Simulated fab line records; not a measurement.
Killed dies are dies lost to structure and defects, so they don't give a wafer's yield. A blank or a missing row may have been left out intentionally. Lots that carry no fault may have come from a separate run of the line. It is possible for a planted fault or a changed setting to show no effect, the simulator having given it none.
Struck lot and sound lot, side by side | flow nandHarc | 39 out of 1302 route steps
Sound: wafers L277.2, L277.5, L277.6. Struck: wafer L285.2. (L285.4, L285.6 of the same lot were not struck and are left out.) The cause comes at the end.
For every step that has rows: the tool of each side, followed by ch and its chambers, followed by its first start. Under that, the readings that differ: sound wafers | struck wafers | difference of the means | sigmas: that difference in standard deviations of wafers without a fault.
alike: readings with means less than 2 such deviations apart, plus words and numbers identical on both sides. not compared: withheld readings, readings lacking a value on some wafer, bounds such as >300 that could conceal the same value, and numbers that have no deviation in the record and whose values overlap.
A row with sigmas, a row that says differs or no value, or rows on one side alone: a step with any of these is where the two part. Numbers that have no deviation but don't overlap get no sigmas and don't part them. A reading missing from all wafers of one side parts the sides only when that side holds two or more wafers.

first, 4 steps without rows for these wafers: NHARC_A_BONDPAD_HARDBAKE_10 (time 65 s); NHARC_A_BONDPAD_DESCUM_11 (chemistry O2, time 3 s); NHARC_A_BONDPAD_ETCH_34 (etches the open film in N2/H2, target depth 60 nm, overetch 18 nm, time 65.91 s); NHARC_A_BONDPAD_ETCH_12 (etches the open film in CHF3/O2, target depth 220 nm, time 110 s).
NHARC_A_BONDPAD_CD_MEAS_13:
  struck on cdSem-01, day 27 03:00; sound on cdSem-01, day 24 10:01
  alike: cdNm
then, 1 step without rows for these wafers: NHARC_A_BONDPAD_STRIP_15 (strips in O2).
NHARC_A_BONDPAD_ETCH_24: etches the open film in CF4/N2, target depth 30 nm, time 72.99 s.
  sound: rieDiel-07 ch 0,2,3; struck: rieDiel-03 ch 0
  alike: drypumpMotorCurrentA, n2FlowSccm, oesProductAu, rfVppV, showerheadPlenumPTorr, throttleValvePct
  not compared: rfHoursCounterH
then, 2 steps without rows for these wafers: NHARC_A_BONDPAD_STRIP_16 (strips in post etch residue remover, time 600 s); NHARC_A_BONDPAD_DEGAS_25 (time 60 s).
NHARC_A_BONDPAD_PRE_CLEAN_26: time 30 s.
  sound on pvdSputter-01; struck on pvdSputter-02
  alike: heaterPowerW
then, 2 steps without rows for these wafers: NHARC_A_BONDPAD_PVD_17 (deposits TaN, target thk 5 nm, time 8.06 s); NHARC_A_BONDPAD_PVD_27 (deposits Cu, target thk 30 nm, time 20.49 s).
NHARC_A_BONDPAD_ECD_18: material Cu, target thk 400 nm.
  sound on ecdCu-02 ch 0,1, day 24 11:01; struck on ecdCu-01 ch 0,1, day 27 04:02
then, 2 steps without rows for these wafers: NHARC_A_BONDPAD_ANNEAL_28 (time 90 s); NHARC_A_BONDPAD_CMP_19 (polishes, t overpolish 30 s, cu recess touch 16 s, target thk 169.82 nm).
NHARC_A_BONDPAD_THK_MEAS_20: measures by xrf.
  struck on filmMetro-02, day 27 05:02; sound on filmMetro-01, day 24 12:04
  alike: thkNm
then, 1 step without rows for these wafers: NHARC_A_BONDPAD_SRD_21 (time 30 s, dry time 20 s).
NHARC_HYBRID_BOND_ACTIVATE_00: chemistry N2, time 60 s.
  sound on rieDiel-12 ch 0,1, day 24 12:20; struck on rieDiel-10 ch 3, day 27 05:19
reading             | sound             | struck | difference | sigmas
oesProductAu (a.u.) | 0.997 0.989 0.994 | 1.012  | +0.019     | +2
  alike: drypumpMotorCurrentA, n2FlowSccm, rfVppV, showerheadPlenumPTorr
  not compared: rfHoursCounterH
then, 4 steps without rows for these wafers: NHARC_HYBRID_BOND_PRECLEAN_01 (cleans in DIW, time 300 s); NHARC_HYBRID_BOND_SRD_02 (time 30 s, dry time 20 s); NHARC_HYBRID_BOND_BOND_03; NHARC_HYBRID_BOND_ANNEAL_04 (time 7200 s).
NHARC_HYBRID_BOND_OVL_MEAS_05:
  struck on overlay-02, day 27 14:42; sound on overlay-01, day 25 00:10
reading         | sound     | struck | difference | sigmas
overlayXNm (nm) | -27 50 28 | -51    | -68        | -2
  alike: overlayYNm
NHARC_THIN_TSV_GRIND_00:
  sound on grinder-01 ch 0, day 25 01:46; struck on grinder-01 ch 0, day 27 15:06
  alike: headPressurePsi, motorCurrentA
then, 1 step without rows for these wafers: NHARC_THIN_TSV_CMP_01 (polishes).
NHARC_THIN_TSV_THK_MEAS_02: measures by ir.
  struck on filmMetro-01, day 27 16:24; sound on filmMetro-02, day 25 03:04
  alike: thkNm
then, 3 steps without rows for these wafers: NHARC_THIN_TSV_SRD_03; NHARC_THIN_TSV_PRECLEAN_41 (cleans in SC1); NHARC_THIN_TSV_SRD_42.
NHARC_THIN_TSV_DEP_43: deposits SiO2, target thk 1328.5 nm.
  sound on pecvd-03 ch 0,1, day 25 03:20; struck on pecvd-02 ch 0, day 27 16:43
  alike: throttleValvePct
then, 8 steps without rows for these wafers: NHARC_THIN_TSV_DEHYDRATE_04 (time 120 s); NHARC_THIN_TSV_HMDS_05 (time 30 s); NHARC_THIN_TSV_COAT_06; NHARC_THIN_TSV_SOFTBAKE_07 (time 95 s); NHARC_THIN_TSV_EBR_08; NHARC_THIN_TSV_EXPOSE_09 (exposes mask TSV); NHARC_THIN_TSV_PEB_10 (peb time 85 s); NHARC_THIN_TSV_DEVELOP_11 (time 70 s).
NHARC_END_SORT_01:
  the record has rows for the struck wafers here (prober-01 ch 0, day 28 09:13) and none for the sound ones

WHERE THEY PART
At NHARC_HYBRID_BOND_ACTIVATE_00 first; at NHARC_END_SORT_01 last (within this record only).

WHY: the cause the simulator had injected
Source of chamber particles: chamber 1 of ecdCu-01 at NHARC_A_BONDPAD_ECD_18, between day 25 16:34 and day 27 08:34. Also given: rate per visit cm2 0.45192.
